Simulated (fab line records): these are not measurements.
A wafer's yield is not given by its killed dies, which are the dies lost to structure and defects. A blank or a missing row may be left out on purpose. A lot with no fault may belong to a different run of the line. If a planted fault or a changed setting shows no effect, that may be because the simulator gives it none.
A struck lot beside a sound one | flow n5-finfet | 21 out of 1938 route steps
Sound: these wafers, L639.3, L639.4, L639.6. Wafers struck: L651.1, L651.2, L651.6. The cause comes at the end.
Per side, at each step with rows, come the tool, then ch with its chambers, and then its first start. Under that, the readings that differ: sound wafers | struck wafers | difference of the means | sigmas: that difference in standard deviations of wafers without a fault.
alike: readings whose means differ by less than 2 such deviations, and words and numbers that are the same on both sides. not compared: withheld readings, readings that some wafer has no value for, bounds like >300 that may hide the same value, and numbers for which the record gives no deviation and whose values overlap.
A row with sigmas, a row that says differs or no value, or rows on one side alone: a step with any of these is where the two part. Numbers that don't overlap but have no deviation are shown without sigmas and don't part them. Lack of a reading on every wafer of one side parts them only where that side has two or more wafers.

N5_BEOL_M1_ANNEAL_87: time 240 s.
  sound on pvd-sputter-02 at day 6 08:10; struck on pvd-sputter-02 at day 9 15:34
  alike: heater-power-w
then, 1 step without rows for these wafers: N5_BEOL_M1_SPUTTER_88 (material Cu, target thk 4.5 nm, time 8.29 s).
N5_BEOL_M1_ANNEAL_89: time 240 s.
  sound on pvd-sputter-02 at day 6 08:23; struck on pvd-sputter-02 at day 9 15:47
  alike: heater-power-w
then, 3 steps without rows for these wafers: N5_BEOL_M1_SPUTTER_90 (material Cu, target thk 4.5 nm, time 8.29 s); N5_BEOL_M1_ANNEAL_91 (time 240 s); N5_BEOL_M1_SPUTTER_92 (material Cu, target thk 4.5 nm, time 8.29 s).
N5_BEOL_M1_ANNEAL_93: time 240 s.
  sound on pvd-sputter-02 at day 6 08:49; struck on pvd-sputter-02 at day 9 16:13
  alike: heater-power-w
then, 1 step without rows for these wafers: N5_BEOL_M1_SPUTTER_94 (material Cu, target thk 4.5 nm, time 8.29 s).
N5_BEOL_M1_ANNEAL_95: time 240 s.
  sound on pvd-sputter-02 at day 6 09:02; struck on pvd-sputter-02 at day 9 16:26
  alike: heater-power-w
then, 2 steps without rows for these wafers: N5_BEOL_M1_SPUTTER_96 (material Cu, target thk 4.5 nm, time 8.29 s); N5_BEOL_M1_ECD_50 (material Cu, target thk 300 nm).
N5_BEOL_M1_ANNEAL_51: time 90 s.
  sound on rtp-anneal-01 ch 0, day 6 09:28; struck on rtp-anneal-01 ch 0, day 9 17:27
  alike: anneal-temp-c-max, wafer_temp_C_max
N5_BEOL_M1_CMP_52: polishes, stops on SiOC, t overpolish 6.8 s, target thk 40 nm.
  sound on cmp-03 ch 1,2, day 6 09:40; struck on cmp-02 ch 0,2, day 9 17:46
  reading                      | sound             | struck            | difference | sigmas
  barrier-field-endpoint-s (s) | 23.9 25.3 24.9    | 41.4 41.4 41.4    | +16.7      | +20
  overpolish-run-s (s)         | 6.797 6.797 6.813 | 0.039 0.044 0.031 | -6.764     | -99 or more
  time-to-endpoint-s (s)       | 57 66 60          | 81 81 81          | +20        | +5
  alike: motor-current-A
N5_BEOL_M1_THK_MEAS_53: measures by xrf.
  sound on film-metro-02 at day 6 09:58; struck on film-metro-01 at day 9 18:03
  reading     | sound          | struck            | difference | sigmas
  M1_THK (nm) | 38.5 38.7 38.9 | 142.1 145.7 158.9 | +110.2     | +58
then, 4 steps without rows for these wafers: N5_BEOL_M1_PRE_CLEAN_60 (time 15 s); N5_BEOL_M1_CO_CAP_55 (material Co, precursor CCTBA/H2, target thk 2 nm, time 102.1 s); N5_BEOL_M1_PRE_CLEAN_56 (time 15 s); N5_BEOL_M1_DEP_57 (deposits SiCN from 3MS/NH3, target thk 8 nm, time 14 s).
N5_BEOL_M1_INSPECT_59: inspects for defects (darkfield).
  sound on defect-inspect-02 at day 6 10:15; struck on defect-inspect-02 at day 9 18:25
  reading          | sound    | struck         | difference | sigmas
  raw-defect-count | 53 63 57 | 1539 1539 1601 | +1502      | +68
N5_BEOL_M4_RC_MEAS_101:
  the record has rows for the sound wafers here (prober-01 ch 0, day 7 17:43) and none for the struck ones
-- the record jumps here: 6 days lie between the struck wafers' starts before and after (it left off in module BEOL_M4 and takes up again in module PASSIVATION, whose first step shown is number 1936 of the route) --
N5_PASSIVATION_PROBE_49:
  sound on prober-02 at day 12 05:14; struck on prober-02 at day 15 16:43
  reading                  | sound          | struck         | difference | sigmas
  defect-limited-yield (%) | 87.5 88.7 89.9 | 0 0 0          | -89        | -59
  killed_at_M0_to_M3       | 73 42 30       | 1118 1116 1122 | +1070      | +99 or more
  killed-dies              | 147 133 119    | 1180 1180 1180 | +1047      | +58
  killed-on-rim            | 13 15 17       | 152 152 152    | +137       | +31
  killed-open              | 97 93 78       | 55 65 64       | -28        | -2
  sort_bin_5_function (%)  | 7.7 7.0 7.1    | 5.1 3.7 5.2    | -2.6       | -3
  sort-n-pass              | 1033 1047 1061 | 0 0 0          | -1047      | -48
  sort-yield-pct (%)       | 87.5 88.7 89.9 | 0 0 0          | -89        | -47
  alike: killed_at_M4_up, killed-at-contacts, killed-at-front-end, killed-at-other, killed-short, sort_bin_6_memory

## WHERE THEY PART
Last at N5_PASSIVATION_PROBE_49 as far as this record goes, first at N5_BEOL_M1_CMP_52.

WHY: what the simulator had put in
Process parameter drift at N5_BEOL_M1_CMP_52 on cmp-02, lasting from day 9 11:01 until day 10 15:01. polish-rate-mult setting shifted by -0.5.
